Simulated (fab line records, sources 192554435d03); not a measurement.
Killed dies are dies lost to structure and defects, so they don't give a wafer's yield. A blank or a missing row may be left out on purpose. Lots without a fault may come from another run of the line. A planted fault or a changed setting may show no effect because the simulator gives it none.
One fault seen from 3 desks | flow n5_finfet | each desk has only its own numbers; what lay behind them comes last

THE TOOL OWNER'S DESK: rie_diel-04
The tool's own readings at N5_MOL_CONTACT_COAG_ETCH_91 (etches SOC in N2/H2, target depth 60 nm, overetch 21 nm, time 101.2 s): means of the sampled wafers that have a number, for each lot that ran on this tool. A lot is out of limits, marked OUT, if its mean lies more than 4 standard deviations from the usual mean; the brackets give that distance.
Columns: A = drypump_motor_current_A at N5_MOL_CONTACT_COAG_ETCH_91, usual 5.5 A; B = h2_flow_sccm at N5_MOL_CONTACT_COAG_ETCH_91, usual 200.1 sccm; C = oes_product_au at N5_MOL_CONTACT_COAG_ETCH_91, usual 0.69 a.u.; D = rf_vpp_V at N5_MOL_CONTACT_COAG_ETCH_91, usual 524.7 V; E = showerhead_plenum_p_Torr at N5_MOL_CONTACT_COAG_ETCH_91, usual 2.58 Torr; F = throttle_valve_pct at N5_MOL_CONTACT_COAG_ETCH_91, usual 17.8 %
lot  | first seen here | A   | B     | C    | D     | E    | F
L415 | day 5 11:58     | 5.5 | 199.7 | 0.67 | 527.1 | 2.68 | 18.1
L418 | day 6 09:10     | 5.5 | 200.4 | 0.74 | 526.1 | 2.64 | 17.5
L426 | day 8 11:16     | 5.6 | 200.1 | 0.73 | 526.3 | 2.63 | 17.7
L430 | day 9 07:14     | 5.6 | 200.4 | 0.72 | 526.0 | 2.63 | 17.7
This desk's finding: nothing out of limits on any of the 4 lots.

THE METROLOGY DESK
What the gauges read, lot by lot, whatever tool the lot ran on: means of the sampled wafers that have a number. A lot is out of limits, marked OUT, if its mean lies more than 4 standard deviations from the usual mean; the brackets give that distance. Of its 11 readings 7 are shown: those that lie furthest out on some lot.
Columns: A = DIBL_P at N5_BEOL_M4_RC_MEAS_101, usual 36.3 mV/V; B = IOFF_N at N5_BEOL_M4_RC_MEAS_101, usual 0.163 nA/um; C = IOFF_P at N5_BEOL_M4_RC_MEAS_101, usual 0.21 nA/um; D = ION_P at N5_BEOL_M4_RC_MEAS_101, usual 461 uA/um; E = SS_P at N5_BEOL_M4_RC_MEAS_101, usual 73.3 mV/dec; F = VT_N at N5_BEOL_M4_RC_MEAS_101, usual 249.4 mV; G = VT_P at N5_BEOL_M4_RC_MEAS_101, usual -250 mV
lot  | first seen here | A    | B     | C    | D   | E    | F     | G
L415 | day 5 10:51     | 37.9 | 0.173 | 0.24 | 459 | 73.7 | 247.3 | -247
L418 | day 6 07:37     | 38.9 | 0.199 | 0.25 | 462 | 74.1 | 247.2 | -250
L421 | day 7 06:58     | 36.7 | 0.163 | 0.23 | 464 | 73.5 | 248.0 | -247
L426 | day 8 10:31     | 37.1 | 0.168 | 0.24 | 469 | 73.0 | 246.9 | -246
L427 | day 8 10:52     | 36.6 | 0.179 | 0.23 | 464 | 73.6 | 247.9 | -246
L429 | day 9 02:46     | 34.4 | 0.145 | 0.18 | 451 | 73.1 | 253.0 | -252
L430 | day 9 06:32     | 36.3 | 0.158 | 0.20 | 465 | 72.7 | 248.5 | -250
L435 | day 10 18:20    | 31.6 | 0.128 | 0.15 | 450 | 72.5 | 251.0 | -257
This desk's finding: nothing out of limits on any of the 8 lots.

THE DEFECT DESK
What the inspections along the route counted, lot by lot: means of the sampled wafers that have a number. A lot is out of limits, marked OUT, if its mean lies more than 4 standard deviations from the usual mean; the brackets give that distance.
Columns: A = raw_defect_count at N5_MOL_CONTACT_COAG_INSPECT_42, usual 212
lot  | first seen here | A
L415 | day 5 12:56     | 241
L418 | day 6 10:10     | 212
L421 | day 7 09:01     | 392
L426 | day 8 12:08     | 574 (+5.2) OUT
L427 | day 8 12:24     | 240
L429 | day 9 04:20     | 162
L430 | day 9 08:10     | 590 (+5.5) OUT
L435 | day 10 20:05    | 166
This desk's finding: out of limits on L426, L430; first on L426, day 8 12:08 (raw_defect_count at N5_MOL_CONTACT_COAG_INSPECT_42). In limits: L415, L418, L421, L427, L429, L435.

PUT TOGETHER
The defect desk could have raised an alarm at day 8 12:08, on L426, L430.
The tool owner's desk saw nothing out of limits.
The metrology desk saw nothing out of limits.
The tool owner's desk has L426, L430 on record, within its limits.
The metrology desk has L426, L430 on record, within its limits.
Of the lots named, all ran N5_MOL_CONTACT_COAG_ETCH_91 on rie_diel-04.

WHAT THE SIMULATOR HAD PUT IN
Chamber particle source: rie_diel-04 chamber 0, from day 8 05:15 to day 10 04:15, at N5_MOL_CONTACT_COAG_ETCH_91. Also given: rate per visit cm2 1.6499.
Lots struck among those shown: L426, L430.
Hours from the fault's start to each desk's first reading out of limits: the defect desk, 7.
